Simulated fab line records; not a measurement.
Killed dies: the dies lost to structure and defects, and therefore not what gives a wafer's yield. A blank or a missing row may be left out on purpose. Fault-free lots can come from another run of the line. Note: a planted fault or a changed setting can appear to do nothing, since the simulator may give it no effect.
Code-filled problem report in 8D (eight disciplines) form + flow nand-harc + the parts of the form that need people (team, actions taken, sign-off) are left out

== 1. THE ISSUE ==
Mean of rf-fwd-power-W at NHARC_A_STAIRCASE_DEP_301: 306.0 W across 6 wafers in 2 lots; on wafers with no fault it is 348.1 W (standard deviation 1.2). That puts it -35 standard deviations away from the usual mean.
The step: deposits SiON, target thk 30 nm.
The first sign was on wafer L468.2 at day 23 09:56, on pecvd-01. Wafers with a number at this step in the record: 36, from 12 lots. The rule behind "out" and "out of limits": a value lying over 4 standard deviations away from the usual mean. The other wafers with a number count as sound.

== 2. WHAT IT IS; WHAT IT IS NOT ==
| question                    | is                     | is not                                                                          |
|-----------------------------|------------------------|---------------------------------------------------------------------------------|
| which readings at this step | rf-fwd-power-W         | heater-power-outer-w, heater-power-w                                            |
| which lots                  | L468, L469             | L453, L455, L456, L457, L459, L460, L461, L470, L474, L475                      |
| which wafers of those lots  | all that have a number | -                                                                               |
| read on which tools         | pecvd-01               | pecvd-03, pecvd-04                                                              |
| when                        | from day 23 09:56      | up to then (21 sound wafers); but 9 sound wafers of L470, L474, L475 came after |

== 3. WHAT RULES OUT EACH SUSPECT ==
Counting: a tool at a process step up to the reading stays a suspect if it ran every lot that is out and no sound lot after the first of them.
- pecvd-01 at NHARC_A_STAIRCASE_DEP_301 (deposits SiON, target thk 30 nm): kept. All lots that are out passed through it, beginning with L468 at day 23 09:56, and no sound lot followed; its final sound lot before that point was L461 at day 21 05:17. Its own readings are out on those wafers: rf-fwd-power-W.
Left after counting: pecvd-01 at NHARC_A_STAIRCASE_DEP_301.

== 4. THE CAUSE (what the simulator had put in) ==
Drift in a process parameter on pecvd-01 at NHARC_A_STAIRCASE_DEP_301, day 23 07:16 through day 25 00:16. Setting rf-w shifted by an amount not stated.
Only this tool survived the counting.

== 5. THE CHAIN OF EFFECTS, in route order ==
Rows list readings where the struck wafers' mean (over those with a number) sits beyond 3 standard deviations from the usual. Only readings whose record carries a usual standard deviation are examined. hours: median over the lots of the time between each lot's start at the first step of this table that gives one and its start at this step. sigmas: the change, counted in usual standard deviations.
| hours | step                      | reading        | usual   | on struck wafers | change | sigmas |
|-------|---------------------------|----------------|---------|------------------|--------|--------|
| 0     | NHARC_A_STAIRCASE_DEP_301 | rf-fwd-power-W | 348.1 W | 306.0            | -42.1  | -35    |
Its process steps:
- NHARC_A_STAIRCASE_DEP_301: deposits SiON, target thk 30 nm.

== 6. WHAT WOULD HAVE CAUGHT IT SOONER ==
In this record no reading fell out of limits until day 23 09:56, 3 hours after the fault had begun at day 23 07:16.
